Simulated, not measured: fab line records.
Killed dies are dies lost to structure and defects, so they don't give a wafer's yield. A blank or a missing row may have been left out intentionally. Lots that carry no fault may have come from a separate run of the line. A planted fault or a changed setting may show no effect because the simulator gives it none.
Comparing a struck lot with a sound one / flow nand harc / 44 out of 1159 route steps
Sound: these wafers, L437.2, L437.3, L437.5. Struck: wafer L443.1. (L443.4, L443.6 of the same lot were not struck and are left out.) The cause comes at the end.
Each step with rows lists, per side, the tool, then ch with its chambers, then its first start. Under that, the readings that differ: sound wafers / struck wafers / difference of the means / sigmas: that difference in standard deviations of wafers without a fault.
alike: same words and numbers on both sides, and readings whose means sit less than 2 such deviations apart. not compared: any withheld reading, any reading some wafer has no value for, any bound like >300 that may hide the same value, and any number with overlapping values for which the record gives no deviation.
The two part at a step that has a row with sigmas, a row that says differs or no value, or rows on one side only. When numbers do not overlap yet have no deviation, they are printed without sigmas and do not part them. Lack of a reading on every wafer of one side parts them only where that side has two or more wafers.

first, 4 steps without rows for these wafers: NHARC_P_GATE_EBR_22; NHARC_P_GATE_EXPOSE_23 (exposes mask P GATE, target cd 120 nm); NHARC_P_GATE_PEB_24 (peb time 65 s); NHARC_P_GATE_DEVELOP_25 (develop time 35 s).
NHARC_P_GATE_CD_MEAS_26 targets a cd of 120 nm.
  sound on cd sem-03 ch 0, day 6 06:42; struck on cd sem-02 ch 0, day 6 22:02
  alike: cd nm
NHARC_P_GATE_OVL_MEAS_27:
  sound on overlay-01, day 6 06:47; struck on overlay-02, day 6 22:07
reading=overlay y nm (nm); sound=-0.5 -1.4 -1.5; struck=1.5; difference=+2.6; sigmas=+3
  alike: overlay x nm
NHARC_P_GATE_INSPECT_28:
  sound on defect inspect-01, day 6 06:49; struck on defect inspect-02, day 6 22:09
  alike: raw defect count
NHARC_P_GATE_DESCUM_31: chemistry O2, time 3 s.
  sound on rie diel-06 ch 0,3, day 6 07:05; struck on rie diel-06 ch 0, day 6 22:13
  alike: drypump motor current A, oes product au, rf vpp V, showerhead plenum p Torr, throttle valve pct
  not compared: rf hours counter h
then, 1 step without rows for these wafers: NHARC_P_GATE_ETCH_104 (etches the open film in CF4/CHF3, target depth 60 nm).
NHARC_P_GATE_HM_OPEN_105: chemistry O2/COS, target depth 360 nm.
  sound on rie diel-06 ch 0,3; struck on rie diel-06 ch 3
  alike: drypump motor current A, oes product au, rf vpp V, showerhead plenum p Torr, throttle valve pct
  not compared: rf hours counter h
then, 2 steps without rows for these wafers: NHARC_P_GATE_STRIP_106 (strips in O2/COS); NHARC_P_GATE_ETCH_114 (etches the open film in CF4/O2, target depth 30 nm, overetch 3 nm, time 16.5 s).
NHARC_P_GATE_ETCH_32: etches the open film in HBr/Cl2, target depth 150 nm, time 100.1 s.
  sound on rie si-02 ch 1,3, day 6 07:52; struck on rie si-04 ch 0, day 6 23:07
reading=drypump motor current A (A); sound=6.1 6.3 6.3; struck=5.4; difference=-0.8; sigmas=-2
reading=hbr flow sccm (sccm); sound=149.3 148.6 150.0; struck=150.3; difference=+1.0; sigmas=+2
  alike: oes product au, throttle valve pct
  not compared: rf hours counter h
then, 1 step without rows for these wafers: NHARC_P_GATE_STRIP_108 (strips in O2).
NHARC_P_GATE_CD_MEAS_33:
  sound on cd sem-03, day 6 08:26; struck on cd sem-02, day 6 23:36
  alike: cd nm
then, 3 steps without rows for these wafers: NHARC_P_GATE_STRIP_35 (strips in SPM, time 600 s); NHARC_P_GATE_PRECLEAN_73 (cleans in SC1); NHARC_P_GATE_SRD_74.
NHARC_P_GATE_ALD_36: deposits SiNx, target thk 20 nm, pulse time 60 s, ald cycles 223.
  sound on ald sin-03 ch 1,2,3, day 7 06:28; struck on ald sin-02 ch 2, day 8 01:45
  alike: heater power w, precursor pulse height rel
NHARC_P_GATE_ETCHBACK_37: etches the open film in CHF3/O2, target depth 34.5 nm, time 17.2 s.
  sound on rie diel-06 ch 0,2,3; struck on rie diel-05 ch 3
  alike: drypump motor current A, oes product au, rf vpp V, showerhead plenum p Torr, throttle valve pct
  not compared: rf hours counter h
then, 13 steps without rows for these wafers: NHARC_P_GATE_STRIP_101 (strips in O2, time 20 s); NHARC_P_GATE_PRECLEAN_97 (cleans in SPM, time 600 s); NHARC_P_GATE_SRD_98; NHARC_P_GATE_PRECLEAN_99 (cleans in SC1); NHARC_P_GATE_SRD_100; NHARC_P_GATE_DEHYDRATE_38 (time 120 s); NHARC_P_GATE_HMDS_39 (time 30 s); NHARC_P_GATE_COAT_40; NHARC_P_GATE_SOFTBAKE_41 (time 95 s); NHARC_P_GATE_EBR_42; NHARC_P_GATE_EXPOSE_43 (exposes mask P NSD, target cd 720 nm); NHARC_P_GATE_PEB_44 (peb time 85 s); NHARC_P_GATE_DEVELOP_45 (time 70 s).
NHARC_P_GATE_CD_MEAS_46 targets a cd of 720 nm.
  sound on cd sem-03 ch 0, day 7 15:52; struck on cd sem-02 ch 0, day 8 12:19
reading=cd nm (nm); sound=720.9 721.0 721.2; struck=716.1; difference=-4.9; sigmas=-2
then, 3 steps without rows for these wafers: NHARC_P_GATE_HARDBAKE_47 (time 80 s); NHARC_P_GATE_DESCUM_48 (chemistry O2, time 3 s); NHARC_P_GATE_IMPLANT_49.
NHARC_P_GATE_STRIP_111: strips in N2/H2, time 250 s.
  sound on plasma asher-02 ch 0,1, day 7 16:27; struck on plasma asher-01 ch 1, day 8 12:50
reading=heater power w (W); sound=99 101 86; struck=79; difference=-16; sigmas=-2
  alike: drypump motor current A
  not compared: rf hours counter h
then, 4 steps without rows for these wafers: NHARC_P_GATE_STRIP_75 (strips in O2); NHARC_P_GATE_STRIP_50 (strips in SPM, time 900 s); NHARC_P_GATE_DEHYDRATE_51 (time 120 s); NHARC_P_GATE_HMDS_52 (time 30 s).
NHARC_P_GATE_INSPECT_68:
  sound on defect inspect-02, day 7 23:08; struck on defect inspect-01, day 8 19:14
reading=raw defect count; sound=104 179 165; struck=603; difference=+454; sigmas=+8
-- jump in the record: it breaks off in module P_GATE and resumes in module END (first step shown: number 1159 of the route), and 18 days separate the struck wafers' starts before and after --
NHARC_END_SORT_01:
  the record has rows for the struck wafers here (prober-01 ch 0, day 26 10:56) and none for the sound ones

## WHERE THEY PART
First at NHARC_P_GATE_OVL_MEAS_27; last, within this record, at NHARC_END_SORT_01.

WHY: the cause the simulator had injected
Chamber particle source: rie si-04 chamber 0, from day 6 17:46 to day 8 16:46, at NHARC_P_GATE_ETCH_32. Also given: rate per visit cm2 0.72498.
